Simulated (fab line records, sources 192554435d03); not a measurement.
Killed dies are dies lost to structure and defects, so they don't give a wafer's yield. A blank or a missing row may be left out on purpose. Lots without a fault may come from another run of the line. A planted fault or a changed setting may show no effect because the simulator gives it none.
Which tool did it? | flow n5_finfet | 11 lots, 33 wafers sampled, at 1 step of a route of 1938

WHAT THE GAUGES READ, wafer by wafer
N5_BEOL_M15_THK_MEAS_01.
lot  | measured     | on            | M15_ILD_THK (nm)
L239 | day 11 19:56 | film_metro-01 | 1621 1619 1640
L244 | day 12 18:31 | film_metro-02 | 1622 1628 1648
L248 | day 13 21:30 | film_metro-01 | 1677 1637 1651
L247 | day 13 22:35 | film_metro-01 | 1608 1658 1634
L250 | day 14 05:55 | film_metro-02 | 1616 1595 1583
L253 | day 15 06:50 | film_metro-01 | 1629 1623 1626
L255 | day 15 20:23 | film_metro-02 | 1594 1612 1618
L256 | day 16 02:40 | film_metro-01 | 1631 1657 1618
L260 | day 16 19:57 | film_metro-02 | 1594 1669 1664
L258 | day 17 00:32 | film_metro-01 | 1613 1639 1626
L259 | day 17 01:21 | film_metro-02 | 1673 1629 1646

WHICH TOOL RAN EACH LOT (tool, then ch and the chambers of the sampled wafers, then the start)
The record holds no process step before these readings.

THE ANSWER, worked out from the rows above alone
Rule: what is usual is taken from the lots themselves. Put in order of their means at a reading, lots are off if they are a third of the lots or fewer, leave a main group of 4 or more, and stand apart from it by a gap of 3 or more times the standard deviation of the main group's means; of several such gaps the widest counts. A main group whose means are all the same, to the digits that the tables above print for the reading, isn't used. A lot without any number at a reading at which 4 lots or more have one is off too. The other lots that the step has rows for count as sound.
No lot is off at any reading shown: from this, nothing can be told.

WHAT THE SIMULATOR HAD PUT IN
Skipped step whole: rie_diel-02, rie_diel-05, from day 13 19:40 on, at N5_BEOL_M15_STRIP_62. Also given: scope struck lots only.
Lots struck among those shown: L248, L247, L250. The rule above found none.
